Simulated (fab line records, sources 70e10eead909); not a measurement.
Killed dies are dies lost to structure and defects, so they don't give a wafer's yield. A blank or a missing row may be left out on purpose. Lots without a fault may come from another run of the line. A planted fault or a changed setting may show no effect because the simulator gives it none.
fab line records | flow nand_harc
record lots=11 wafers=33 last_day=33
route steps=1302 shown A_ONON_D2@563 A_CHANNEL_HOLE_D2@585 END@1302
lots that met no fault: from a run of the same line without faults
start_h: hours from the record's first day to the start of the lot's first wafer shown | wait_h: hours since the lot's step before | " the same as in the row above | L1.1+2: a row that stands for several wafers | - no value, or no start given | * or withheld: withheld | < > ~ a bound
route shown NAME@n: a module of which the file shows steps, and the number in the route of the first | usual: mean/standard deviation of fault-free wafers | same: alike in all rows | chamber/n: place in a boat | sites: the reading at each site | _std_site: their standard deviation | _edge_site: outer sites' mean less inner sites' | radius_mm: how far each site lies from the wafer's centre | mask NAME#n: copy n | behind: the tool/chamber that last shaped the wafer | hold: why the lot was held/for how many hours/how that ended | device: the transistor (n, p or np) that didn't switch | end of line: the same wafers' tests at the end of the route | a step without rows: its recipe alone | killed: dies lost to structure and defects at the first sort, not the wafer's yield | map: a wafer's dies, x killed, . not, _ none there
set.NAME: the setting as run; set.NAME@STEP: as run at that earlier step | model.NAME: the simulator's own value behind a step, which no gauge read
steps of the route over a sample of lots; a table a step, a row a wafer
services: from which hour (start_h, from the record's first day; less than 0 if before it) a tool's chamber was out of use, for how many hours, and why
## steps
# step NHARC_A_ONON_D2_THK_MEAS_27
# recipe thk_meas_gauge=ellipsometry
# usual thk_nm=1001/9.5
# columns lot.wafer tool chamber start_h wait_h thk_nm
L731.1 film_metro-02 - 314.72 - 986
L731.4 " - " " 987
L731.6 " - " " 987
L732.1 film_metro-02 - 329.88 - 995
L732.5 " - " " 997
L732.6 " - " " 994
L739.1 film_metro-01 - 404.35 - 1003
L739.3 " - " " 1001
L739.5 " - " " 1002
L740.3 film_metro-01 - 404.42 - 994
L740.5 " - " " 993
L740.6 " - " " 994
L743.1 film_metro-01 - 432.01 - 987
L743.3 " - " " 990
L743.6 " - " " 990
L746.1 film_metro-02 - 462.22 - 1007
L746.3 " - " " 1008
L746.6 " - " " 1009
L747.1 film_metro-02 - 479.59 - 1005
L747.2 " - " " 1007
L747.6 " - " " 1004
L748.2 film_metro-01 - 488.47 - 991
L748.3 " - " " 991
L748.6 " - " " 991
L749.2 film_metro-02 - 496.21 - 989
L749.3 " - " " 990
L749.4 " - " " 991
L750.1 film_metro-01 - 508.69 - 991
L750.2 " - " " 989
L750.3 " - " " 988
L751.1 film_metro-01 - 521.27 - 1018
L751.5 " - " " 1017
L751.6 " - " " 1018
# step NHARC_A_CHANNEL_HOLE_D2_DESCUM_15
# recipe time_s=3 o2_flow_sccm=200 ar_flow_sccm=0 bias_power_w=0 chemistry=O2
# usual drypump_motor_current_A=5.7/0.43 oes_product_au=1.001/0.008 rf_vpp_V=57.8/0.94 showerhead_plenum_p_Torr=1.91/0.11 throttle_valve_pct=11.310/0.0094
# columns lot.wafer tool chamber start_h wait_h drypump_motor_current_A oes_product_au rf_hours_counter_h rf_vpp_V showerhead_plenum_p_Torr throttle_valve_pct
L731.1 rie_diel-07 2 318.61 0.1 5.7 0.997 0.2 58.9 2.05 11.314
L731.4 " 1 " " 5.4 0.998 0.3 59.0 2.01 11.316
L731.6 " 3 " " 5.8 1.001 - 58.0 2.05 11.301
L732.1 rie_diel-03 3 334.41 0.1 6.3 0.999 1.7 58.5 1.95 11.331
L732.5 " 1 " " 5.8 0.986 - 57.9 1.78 11.302
L732.6 " 2 " " 5.3 0.991 - 58.4 1.99 11.306
L739.1 rie_diel-08 2 411.41 0.1 6.0 0.988 0.6 58.2 1.78 11.308
L739.3 " 3 " " 6.7 1.002 1.2 58.2 1.79 11.315
L739.5 " 0 " " 5.7 1.000 - 58.3 1.98 11.309
L740.3 rie_diel-03 0 411.57 0.1 4.9 1.004 4.6 58.8 1.94 11.300
L740.5 " 3 " " 6.2 1.000 - 57.1 1.95 11.309
L740.6 " 0 " " 5.0 1.001 - 57.3 1.94 11.301
L743.1 rie_diel-03 0 439.07 0.1 5.0 1.004 6.7 58.1 1.94 11.304
L743.3 " 1 " " 5.8 0.994 8.2 58.9 1.78 11.307
L743.6 " 3 " " 6.2 1.002 - 57.4 1.95 11.310
L746.3 rie_diel-03 1 471.14 0.1 5.8 0.984 0.1 56.5 1.77 11.296
L746.1 " 0 " " 5.0 0.976 0.1 58.0 1.94 11.309
L746.6 " 0 " " 4.9 0.988 - 56.7 1.94 11.294
L747.2 rie_diel-07 1 488.49 0.1 5.4 1.015 1.0 57.8 2.01 11.312
L747.1 " 3 " " 5.8 1.011 0.6 59.9 2.05 11.296
L747.6 " 2 " " 5.7 1.002 - 59.1 2.05 11.316
L748.3 rie_diel-07 3 495.61 0.1 5.8 1.008 1.2 58.7 2.05 11.306
L748.2 " 0 " " 5.2 0.995 1.5 58.6 1.92 11.316
L748.6 " 2 " " 5.7 1.007 - 58.8 2.05 11.303
L749.3 rie_diel-08 0 503.18 0.1 5.7 1.003 5.6 58.1 1.98 11.312
L749.2 " 1 " " 5.7 0.987 6.2 58.1 1.78 11.325
L749.4 " 2 " " 6.0 1.000 5.2 58.5 1.78 11.305
L750.1 rie_diel-07 1 512.96 0.1 5.4 0.998 3.5 56.8 2.01 11.332
L750.2 " 2 " " 5.7 1.007 2.7 58.8 2.05 11.321
L750.3 " 3 " " 5.8 1.003 2.7 56.6 2.05 11.308
L751.1 rie_diel-08 0 526.26 0.1 5.7 0.999 6.7 56.9 1.98 11.287
L751.5 " 3 " " 6.7 1.000 - 57.7 1.79 11.295
L751.6 " 0 " " 5.6 1.004 - 57.9 1.98 11.312
# step NHARC_A_CHANNEL_HOLE_D2_ETCH_19
# recipe bias_v=1200 source_w=2500 pressure_mtorr=15 time_s=34.5 ar_flow_sccm=375 c4f8_flow_sccm=28.8 o2_flow_sccm=96.2 temp_c=-20 target_depth_a=* chemistry=C4F8/O2/Ar
# usual drypump_motor_current_A=5.9/0.52 showerhead_plenum_p_Torr=3.72/0.15 throttle_valve_pct=37.039/0.0082
# columns lot.wafer tool chamber start_h wait_h drypump_motor_current_A rf_hours_counter_h showerhead_plenum_p_Torr throttle_valve_pct
L731.1 har_etch-01 1 319.79 0.1 6.0 172 3.62 37.059
L731.4 " 0 " " 6.4 - 3.73 37.028
L731.6 " 0 " " 6.5 - 3.73 37.036
L732.1 har_etch-01 1 335.58 0.1 5.9 184 3.62 37.041
L732.5 " 0 " " 6.5 - 3.73 37.027
L732.6 " 1 " " 5.9 - 3.62 37.040
L739.1 har_etch-02 1 412.57 0.1 5.0 8 3.98 37.032
L739.3 " 1 " " 5.0 - 3.98 37.046
L739.5 " 0 " " 5.9 - 3.98 37.030
L740.3 har_etch-01 1 414.54 1.9 6.0 - 3.59 37.050
L740.6 " 1 " " 5.9 - 3.59 37.046
L740.5 " 0 " " 6.5 - 3.70 37.040
L743.1 har_etch-01 1 440.25 0.1 6.0 249 3.58 37.038
L743.3 " 0 " " 6.5 - 3.69 37.036
L743.6 " 1 " " 5.9 - 3.58 37.040
L746.1 har_etch-02 1 474.95 2.5 5.0 42 3.96 37.041
L746.3 " 0 " " 5.8 - 3.96 37.031
L746.6 " 1 " " 5.0 - 3.96 37.041
L747.1 har_etch-02 1 489.67 0.1 5.0 54 3.95 37.037
L747.2 " 0 " " 5.9 54 3.95 37.040
L747.6 " 0 " " 5.8 - 3.95 37.035
L748.2 har_etch-01 0 496.78 0.1 6.4 283 3.67 37.040
L748.3 " 0 " " 6.4 - 3.67 37.056
L748.6 " 1 " " 5.9 - 3.56 37.035
L749.2 har_etch-01 0 505.12 0.8 6.5 290 3.67 37.053
L749.3 " 0 " " 6.5 - 3.67 37.040
L749.4 " 1 " " 6.0 - 3.56 37.036
L750.1 har_etch-01 0 514.13 0.1 6.4 294 3.66 37.031
L750.2 " 1 " " 5.9 294 3.56 37.047
L750.3 " 1 " " 5.9 - 3.56 37.031
L751.1 har_etch-01 0 527.59 0.1 6.4 298 3.66 37.036
L751.5 " 0 " " 6.4 - 3.66 37.035
L751.6 " 1 " " 6.0 - 3.55 37.040
# step NHARC_A_CHANNEL_HOLE_D2_ETCH_20
# recipe bias_v=3000 source_w=withheld pressure_mtorr=20 time_s=361.9 ar_flow_sccm=375 c4f8_flow_sccm=89.3 o2_flow_sccm=35.7 temp_c=-20 target_depth_a=16000 chemistry=C4F8/O2/Ar
# usual drypump_motor_current_A=5.9/0.52 showerhead_plenum_p_Torr=3.68/0.14 throttle_valve_pct=32.155/0.009
# columns lot.wafer tool chamber start_h wait_h drypump_motor_current_A rf_hours_counter_h showerhead_plenum_p_Torr throttle_valve_pct
L731.1 har_etch-01 1 319.90 0.1 5.9 172 3.59 32.152
L731.4 " 0 " " 6.5 - 3.69 32.151
L731.6 " 0 " " 6.4 - 3.69 32.159
L732.1 har_etch-01 1 335.73 0.1 5.9 184 3.58 32.158
L732.5 " 0 " " 6.4 - 3.68 32.173
L732.6 " 1 " " 5.9 - 3.58 32.148
L739.1 har_etch-02 1 412.68 0.1 5.0 8 3.93 32.162
L739.3 " 1 " " 5.0 - 3.93 32.162
L739.5 " 0 " " 5.9 - 3.93 32.164
L740.3 har_etch-01 1 414.72 0.2 5.9 - 3.55 32.159
L740.6 " 1 " " 5.9 - 3.55 32.161
L740.5 " 0 " " 6.5 - 3.66 32.155
L743.1 har_etch-01 1 440.40 0.1 6.0 249 3.55 32.147
L743.3 " 0 " " 6.5 - 3.65 32.140
L743.6 " 1 " " 6.0 - 3.54 32.143
L746.1 har_etch-02 1 475.07 0.1 5.0 42 3.91 32.156
L746.3 " 0 " " 5.8 - 3.91 32.155
L746.6 " 1 " " 5.0 - 3.91 32.158
L747.1 har_etch-02 1 489.78 0.1 5.0 54 3.90 32.152
L747.2 " 0 " " 5.8 54 3.90 32.161
L747.6 " 0 " " 5.9 - 3.90 32.157
L748.2 har_etch-01 0 496.89 0.1 6.5 283 3.63 32.142
L748.3 " 0 " " 6.5 - 3.63 32.160
L748.6 " 1 " " 6.0 - 3.53 32.152
L749.2 har_etch-01 0 505.24 0.1 6.4 290 3.63 32.152
L749.3 " 0 " " 6.5 - 3.63 32.157
L749.4 " 1 " " 5.9 - 3.52 32.173
L750.1 har_etch-01 0 514.24 0.1 6.5 294 3.62 32.167
L750.2 " 1 " " 6.0 294 3.52 32.161
L750.3 " 1 " " 6.0 - 3.52 32.152
L751.1 har_etch-01 0 527.70 0.1 6.5 298 3.62 32.136
L751.5 " 0 " " 6.5 - 3.62 32.155
L751.6 " 1 " " 5.9 - 3.52 32.151
# step NHARC_A_CHANNEL_HOLE_D2_INSPECT_40
# usual raw_defect_count=296/78
# columns lot.wafer tool chamber start_h wait_h raw_defect_count
L731.1 defect_inspect-02 - 325.46 - 206
L731.4 " - " " 168
L731.6 " - " " 167
L732.1 defect_inspect-01 - 341.25 - 169
L732.5 " - " " 267
L732.6 " - " " 395
L739.1 defect_inspect-01 - 418.26 - 389
L739.3 " - " " 297
L739.5 " - " " 251
L740.3 defect_inspect-02 - 420.19 - 696
L740.5 " - " " 772
L740.6 " - " " 725
L743.1 defect_inspect-01 - 446.09 - 596
L743.3 " - " " 703
L743.6 " - " " 853
L746.1 defect_inspect-01 - 480.64 - 213
L746.3 " - " " 172
L746.6 " - " " 225
L747.1 defect_inspect-01 - 495.39 - 222
L747.2 " - " " 212
L747.6 " - " " 346
L748.2 defect_inspect-01 - 502.48 - 275
L748.3 " - " " 258
L748.6 " - " " 300
L749.2 defect_inspect-01 - 510.87 - 235
L749.3 " - " " 310
L749.4 " - " " 236
L750.1 defect_inspect-02 - 519.84 - 199
L750.2 " - " " 286
L750.3 " - " " 240
L751.1 defect_inspect-02 - 533.30 - 229
L751.5 " - " " 228
L751.6 " - " " 311
# step NHARC_END_SORT_01
# recipe temp_c=25
# usual killed_at_array=53/18 killed_at_other=0.9/1.3 killed_at_periphery=4/3.1 killed_dies=58/18 killed_open=3.4/2 killed_short=2.5/1.8
# same gross_dies=677
# columns lot.wafer tool chamber start_h wait_h killed_at_array killed_at_other killed_at_periphery killed_dies killed_open killed_short
L740.3 prober-02 0 683.20 3.1 61 0 3 64 2 2
L740.5 prober-02 0 684.81 3.7 76 0 1 77 0 0
L740.6 prober-02 0 685.62 4.0 60 0 3 63 4 2
L743.1 prober-02 0 697.32 2.5 71 0 9 80 4 5
L743.3 prober-02 0 698.90 3.1 79 0 2 81 2 2
L743.6 prober-02 0 701.27 4.0 80 1 1 82 3 3
# killed by level:class
L740.3 A_CHANNEL_HOLE_D2:unspecified=48 A_SLIT:chamber_film_flake=4 A_CONTACT:chamber_film_flake=3 A_CHANNEL_HOLE_D2:chamber_film_flake=2 P_M2:geometric_particle:open=1 A_CHANNEL_FILL_D1:geometric_particle:short=1 A_CHANNEL_FILL_D1:geometric_particle:open=1 A_WL_FILL:geometric_particle:short=1
L740.5 A_CHANNEL_HOLE_D2:unspecified=61 A_CONTACT:chamber_film_flake=7 A_CHANNEL_HOLE_D2:chamber_film_flake=2 A_SLIT:chamber_film_flake=2 P_STI:chamber_film_flake=1 A_CHANNEL_HOLE_D1:chamber_film_flake=1 A_CHANNEL_FILL_D2:chamber_film_flake=1 A_WL_FILL:chamber_film_flake=1
L740.6 A_CHANNEL_HOLE_D2:unspecified=40 A_CONTACT:chamber_film_flake=5 A_CHANNEL_HOLE_D1:chamber_film_flake=4 A_CHANNEL_HOLE_D2:chamber_film_flake=3 A_CHANNEL_HOLE_D2:geometric_particle:open=2 P_M2:geometric_particle:open=1 A_ONON_D2:geometric_particle:open=1 A_CHANNEL_FILL_D2:geometric_particle:short=1
L743.1 A_CHANNEL_HOLE_D2:unspecified=42 A_SLIT:chamber_film_flake=6 A_CONTACT:chamber_film_flake=6 A_CHANNEL_HOLE_D1:chamber_film_flake=5 A_CHANNEL_HOLE_D2:chamber_film_flake=5 P_M2:chamber_film_flake=3 P_M2:geometric_particle:open=2 A_STAIRCASE:chamber_film_flake=2
L743.3 A_CHANNEL_HOLE_D2:unspecified=52 A_SLIT:chamber_film_flake=8 A_CONTACT:chamber_film_flake=6 A_CHANNEL_HOLE_D1:chamber_film_flake=4 A_CHANNEL_HOLE_D2:chamber_film_flake=2 A_STAIRCASE:chamber_film_flake=2 A_ONON_D2:geometric_particle:open=1 A_SGD_CUT:geometric_particle:short=1
L743.6 A_CHANNEL_HOLE_D2:unspecified=40 A_SLIT:chamber_film_flake=14 A_CHANNEL_HOLE_D2:chamber_film_flake=8 A_CHANNEL_FILL_D1:chamber_film_flake=3 A_STAIRCASE:chamber_film_flake=3 A_CONTACT:chamber_film_flake=3 A_CHANNEL_HOLE_D1:chamber_film_flake=2 A_ONON_D1:geometric_particle:short=1
## services
# columns tool chamber start_h hours kind
rie_diel-03 0 297.68 25.2 repair
rie_diel-07 0 303.20 - clean
rie_diel-07 1 303.20 - clean
rie_diel-07 2 303.20 - clean
rie_diel-07 3 303.20 - clean
rie_diel-08 - 367.80 9.0 pm
har_etch-02 - 382.53 17.0 pm
har_etch-02 0 382.53 17.0 vent_cycle
har_etch-02 1 382.53 17.0 vent_cycle
rie_diel-07 0 389.59 10.0 repair
rie_diel-08 0 395.96 7.0 repair
har_etch-02 0 399.53 - clean
har_etch-02 0 399.53 - consumable_replace:focus_ring
har_etch-02 0 399.53 - consumable_replace:showerhead
har_etch-02 1 399.53 - clean
har_etch-02 1 399.53 - consumable_replace:focus_ring
har_etch-02 1 399.53 - consumable_replace:showerhead
rie_diel-07 1 422.56 5.5 repair
har_etch-01 - 431.52 1.5 repair
rie_diel-07 2 432.50 20.1 repair
rie_diel-07 0 445.54 1.3 repair
rie_diel-08 3 452.18 3.8 repair
rie_diel-03 - 458.30 9.0 pm
rie_diel-07 - 471.20 9.0 pm
## key
first_sign step=NHARC_A_CHANNEL_HOLE_D2_INSPECT_40 reading=raw_defect_count direction=up sigmas=5.5 usual=296 struck=724
more_kills_born_at NHARC_A_CHANNEL_HOLE_D2_ETCH_19@har_etch-01=170
met_at NHARC_A_CHANNEL_HOLE_D2_ETCH_19
struck_lots L740,L743
tester_left_out L740,L743
not_acting_at NHARC_A_ONON_D2_THK_MEAS_27,NHARC_A_CHANNEL_HOLE_D2_DESCUM_15,NHARC_A_CHANNEL_HOLE_D2_ETCH_20
onset_between 335.58 414.54
fault kind=chamber_particle_source tool=har_etch-01 chamber=- onset_h=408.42 steps=NHARC_A_CHANNEL_HOLE_D2_ETCH_19 rate_per_visit_cm2=0.67223 end_h=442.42
# tester_left_out: of these lots the tester's yield and bins aren't shown, on N5 and GAA mostly nor the transistor test; their killed dies are dies lost to structure and defects alone, not to doping, threshold or leakage, so they don't give the yield
